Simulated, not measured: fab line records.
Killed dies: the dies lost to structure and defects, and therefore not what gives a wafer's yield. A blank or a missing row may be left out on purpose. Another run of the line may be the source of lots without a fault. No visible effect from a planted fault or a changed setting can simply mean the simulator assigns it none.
Matching of chambers ; flow n5 finfet ; N5_MOL_CONTACT_COAG_ETCH_65 on rie diel-02: 4 sister chambers
The step etches underlayer in N2/H2, target depth 13 nm, time 10.4 s. 7 wafers are shown with their chamber, then 7 later ones without.

## WAFERS PAIRED WITH THEIR CHAMBERS
wafer;chamber;showerhead plenum p Torr (Torr);throttle valve pct (%)
L079.4;0;2.71;17.55
L081.6;0;2.71;17.59
L083.1;2;2.51;18.13
L089.1;2;2.50;18.16
L089.5;1;2.68;17.73
L090.1;1;2.67;17.74
L090.4;3;2.64;17.80

## WAFERS WITHOUT THEIR CHAMBER
wafer;showerhead plenum p Torr (Torr);throttle valve pct (%)
L090.5;2.67;17.74
L092.1;2.63;17.81
L092.3;2.70;17.64
L092.5;2.67;17.72
L096.1;2.50;17.73
L096.2;2.67;17.74
L096.3;2.69;17.63

## EACH ONE'S CHAMBER
wafer;from the rows above;in truth
L090.5;1;1
L092.1;3;3
L092.3;0;0
L092.5;1;1
L096.1;2;2
L096.2;1;1
L096.3;can't be placed: 0 or 1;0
Placed correctly: 6 of 7. Unplaceable from these rows: 1, with the true chamber sitting among the candidates in 1. Placed wrongly: 0.
How it was worked out, from the rows above alone: a wafer's distance from a chamber is the root of the sum, over the readings, of the square of ((its reading less the chamber's mean) divided by the reading's scatter). The wafer belongs to the nearest chamber; if the next one is less than 2 further off, it can't be placed. A chamber's mean is the mean of its shown wafers. The scatter: take each reading less its chamber's mean, square it, sum over the shown wafers, divide by the number of wafers less the number of chambers, and take the root.
